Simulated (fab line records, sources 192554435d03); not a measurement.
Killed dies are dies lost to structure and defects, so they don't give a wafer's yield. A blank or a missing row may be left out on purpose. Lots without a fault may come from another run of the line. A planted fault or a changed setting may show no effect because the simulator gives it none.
Which tool did it? | flow n5_finfet | 11 lots, 31 wafers sampled, at 6 steps of a route of 1938

WHAT THE GAUGES READ, wafer by wafer
N5_BEOL_M4_INSPECT_59: inspects for defects (darkfield). Usual: raw_defect_count 74, standard deviation 23.
lot  | measured     | on                | raw_defect_count | flag
L656 | day 9 07:43  | defect_inspect-02 | 58 58 70         |
L658 | day 9 13:54  | defect_inspect-01 | 71 104 84        |
L659 | day 9 22:38  | defect_inspect-02 | 73 63            |
L662 | day 10 22:49 | defect_inspect-02 | 79 110           |
L663 | day 11 01:21 | defect_inspect-01 | 102 80 118       |
L665 | day 11 06:59 | defect_inspect-02 | 69 112 95        |
L666 | day 11 12:43 | defect_inspect-02 | 98 77 113        |
L668 | day 12 17:01 | defect_inspect-02 | 100 116 69       |
L673 | day 13 03:49 | defect_inspect-02 | 51 51 107        |
L674 | day 13 06:01 | defect_inspect-02 | 1377 36 40       | OFF
L678 | day 15 06:44 | defect_inspect-01 | 54 85 54         |

N5_BEOL_M5_INSPECT_13: inspects for defects (brightfield). Usual: raw_defect_count 438, standard deviation 100.
lot  | measured     | on                | raw_defect_count | flag
L656 | day 9 10:38  | defect_inspect-02 | 358 372 431      |
L658 | day 9 16:51  | defect_inspect-02 | 596 487 394      |
L659 | day 10 02:10 | defect_inspect-02 | 618 592          |
L662 | day 11 01:38 | defect_inspect-02 | 651 486          |
L663 | day 11 05:05 | defect_inspect-02 | 743 381 415      |
L665 | day 11 12:48 | defect_inspect-01 | 412 486 444      |
L666 | day 11 16:15 | defect_inspect-02 | 588 489 588      |
L668 | day 12 20:17 | defect_inspect-02 | 371 374 284      |
L673 | day 13 07:23 | defect_inspect-02 | 384 390 443      |
L674 | day 13 09:23 | defect_inspect-02 | 1644 259 346     | OFF
L678 | day 15 09:58 | defect_inspect-02 | 303 341 346      |

WHICH TOOL RAN EACH LOT (tool, then ch and the chambers of the sampled wafers, then the start)
lot  | N5_BEOL_M4_ANNEAL_80         | N5_BEOL_M4_SPUTTER_86        | N5_BEOL_M4_SPUTTER_92        | N5_BEOL_M4_CMP_52
L656 | pvd_sputter-03, day 9 03:43  | pvd_sputter-03, day 9 04:04  | pvd_sputter-03, day 9 04:44  | cmp-04 ch 1,2,3, day 9 07:12
L658 | pvd_sputter-02, day 9 11:22  | pvd_sputter-02, day 9 11:44  | pvd_sputter-02, day 9 12:23  | cmp-04 ch 0,1,2, day 9 13:22
L659 | pvd_sputter-03, day 9 20:05  | pvd_sputter-03, day 9 20:27  | pvd_sputter-03, day 9 21:07  | cmp-04 ch 1, day 9 22:05
L662 | pvd_sputter-02, day 10 20:06 | pvd_sputter-02, day 10 20:26 | pvd_sputter-02, day 10 21:05 | cmp-01 ch 0,3, day 10 22:23
L663 | pvd_sputter-01, day 10 22:47 | pvd_sputter-01, day 10 23:09 | pvd_sputter-01, day 10 23:49 | cmp-01 ch 0,3, day 11 00:44
L665 | pvd_sputter-01, day 11 03:49 | pvd_sputter-01, day 11 04:10 | pvd_sputter-01, day 11 04:50 | cmp-01 ch 0,2,3, day 11 06:25
L666 | pvd_sputter-01, day 11 10:09 | pvd_sputter-01, day 11 10:31 | pvd_sputter-01, day 11 11:10 | cmp-01 ch 0,2,3, day 11 12:13
L668 | pvd_sputter-03, day 12 14:28 | pvd_sputter-03, day 12 14:50 | pvd_sputter-03, day 12 15:29 | cmp-01 ch 0,2,3, day 12 16:31
L673 | pvd_sputter-02, day 13 01:17 | pvd_sputter-02, day 13 01:38 | pvd_sputter-02, day 13 02:18 | cmp-03 ch 0,1,2, day 13 03:19
L674 | pvd_sputter-02, day 13 03:28 | pvd_sputter-02, day 13 03:49 | pvd_sputter-02, day 13 04:29 | cmp-01 ch 0,1,2, day 13 05:27
L678 | pvd_sputter-03, day 15 04:08 | pvd_sputter-03, day 15 04:29 | pvd_sputter-03, day 15 05:09 | cmp-04 ch 0,1,2, day 15 06:08
- N5_BEOL_M4_ANNEAL_80: time 240 s.
- N5_BEOL_M4_SPUTTER_86: material Cu, target thk 4.5 nm, time 8.29 s.
- N5_BEOL_M4_SPUTTER_92: material Cu, target thk 4.5 nm, time 8.29 s.
- N5_BEOL_M4_CMP_52: polishes, stops on SiOC, t overpolish 6.8 s, target thk 40 nm.

WHAT THE TOOLS THEMSELVES READ (means of the sampled wafers that have a number; where no wafer has one, the mark that the record gives instead)
N5_BEOL_M4_ANNEAL_80. Usual: heater_power_w 856 W, standard deviation 91.
lot  | tool           | heater_power_w (W) | flag
L656 | pvd_sputter-03 | 781                |
L658 | pvd_sputter-02 | 831                |
L659 | pvd_sputter-03 | 799                |
L662 | pvd_sputter-02 | 890                |
L663 | pvd_sputter-01 | 863                |
L665 | pvd_sputter-01 | 890                |
L666 | pvd_sputter-01 | 925                |
L668 | pvd_sputter-03 | 863                |
L673 | pvd_sputter-02 | 832                |
L674 | pvd_sputter-02 | 823                |
L678 | pvd_sputter-03 | 838                |

N5_BEOL_M4_SPUTTER_86. Usual: throttle_valve_pct 30.0 %, standard deviation 0.96.
lot  | tool           | throttle_valve_pct (%) | flag
L656 | pvd_sputter-03 | 30.4                   |
L658 | pvd_sputter-02 | 30.0                   |
L659 | pvd_sputter-03 | 30.1                   |
L662 | pvd_sputter-02 | 29.7                   |
L663 | pvd_sputter-01 | 30.5                   |
L665 | pvd_sputter-01 | 30.3                   |
L666 | pvd_sputter-01 | 29.7                   |
L668 | pvd_sputter-03 | 29.3                   |
L673 | pvd_sputter-02 | 30.1                   |
L674 | pvd_sputter-02 | 30.2                   |
L678 | pvd_sputter-03 | 29.9                   |

N5_BEOL_M4_SPUTTER_92. Usual: throttle_valve_pct 30.0 %, standard deviation 0.99.
lot  | tool           | throttle_valve_pct (%) | flag
L656 | pvd_sputter-03 | 30.4                   |
L658 | pvd_sputter-02 | 30.1                   |
L659 | pvd_sputter-03 | 30.0                   |
L662 | pvd_sputter-02 | 29.8                   |
L663 | pvd_sputter-01 | 30.5                   |
L665 | pvd_sputter-01 | 30.2                   |
L666 | pvd_sputter-01 | 29.6                   |
L668 | pvd_sputter-03 | 29.3                   |
L673 | pvd_sputter-02 | 30.2                   |
L674 | pvd_sputter-02 | 29.9                   |
L678 | pvd_sputter-03 | 29.6                   |

N5_BEOL_M4_CMP_52. Usual: barrier_field_endpoint_s 24.6 s, standard deviation 0.6; clearing_platen_down_force_psi 1.500 psi, standard deviation 0.0032; motor_current_A 6.1 A, standard deviation 0.62; overpolish_run_s 6.800 s, standard deviation 0.0093; time_to_endpoint_s 62 s, standard deviation 3.1.
lot  | tool   | barrier_field_endpoint_s (s) | clearing_platen_down_force_psi (psi) | motor_current_A (A) | overpolish_run_s (s) | time_to_endpoint_s (s) | flag
L656 | cmp-04 | 25.3                         | 1.500                                | 6.3                 | 6.799                | 63                     |
L658 | cmp-04 | 24.5                         | 1.500                                | 6.1                 | 6.795                | 60                     |
L659 | cmp-04 | 24.5                         | 1.501                                | 6.0                 | 6.799                | 63                     |
L662 | cmp-01 | 23.6                         | 1.500                                | 6.5                 | 6.799                | 58                     |
L663 | cmp-01 | 24.5                         | 1.501                                | 6.5                 | 6.802                | 61                     |
L665 | cmp-01 | 23.9                         | 1.499                                | 6.0                 | 6.797                | 58                     |
L666 | cmp-01 | 24.2                         | 1.498                                | 6.2                 | 6.795                | 61                     |
L668 | cmp-01 | 24.8                         | 1.498                                | 6.0                 | 6.798                | 64                     |
L673 | cmp-03 | 24.7                         | 1.499                                | 6.2                 | 6.801                | 63                     |
L674 | cmp-01 | 24.6                         | 1.500                                | 6.1                 | 6.796                | 63                     |
L678 | cmp-04 | 24.6                         | 1.499                                | 5.9                 | 6.795                | 64                     |

THE ANSWER, worked out from the rows above alone
Rule: a lot is off if the mean of its wafers that have a number lies more than 3 standard deviations from the usual mean. A lot without any number at a reading at which 4 lots or more have one is off too. The other lots that the step has rows for count as sound. The gauges are gone through in route order, then the tools' own readings, and for those a lot's mean is taken as printed above. The first step at which some lot is off is used, and at that step the reading that is off furthest; a lot without a number counts as furthest.
Off: L674, at N5_BEOL_M4_INSPECT_59 (raw_defect_count).
A tool fits if, at a process step before that reading, it ran every lot that is off, and no sound lot after the first of them. The gauges at N5_BEOL_M4_INSPECT_59 are tried like those tools. Can't be told from this: 3 tools fit, pvd_sputter-02 at N5_BEOL_M4_ANNEAL_80 and N5_BEOL_M4_SPUTTER_86 and N5_BEOL_M4_SPUTTER_92, cmp-01 at N5_BEOL_M4_CMP_52, defect_inspect-02 at N5_BEOL_M4_INSPECT_59.

WHAT THE SIMULATOR HAD PUT IN
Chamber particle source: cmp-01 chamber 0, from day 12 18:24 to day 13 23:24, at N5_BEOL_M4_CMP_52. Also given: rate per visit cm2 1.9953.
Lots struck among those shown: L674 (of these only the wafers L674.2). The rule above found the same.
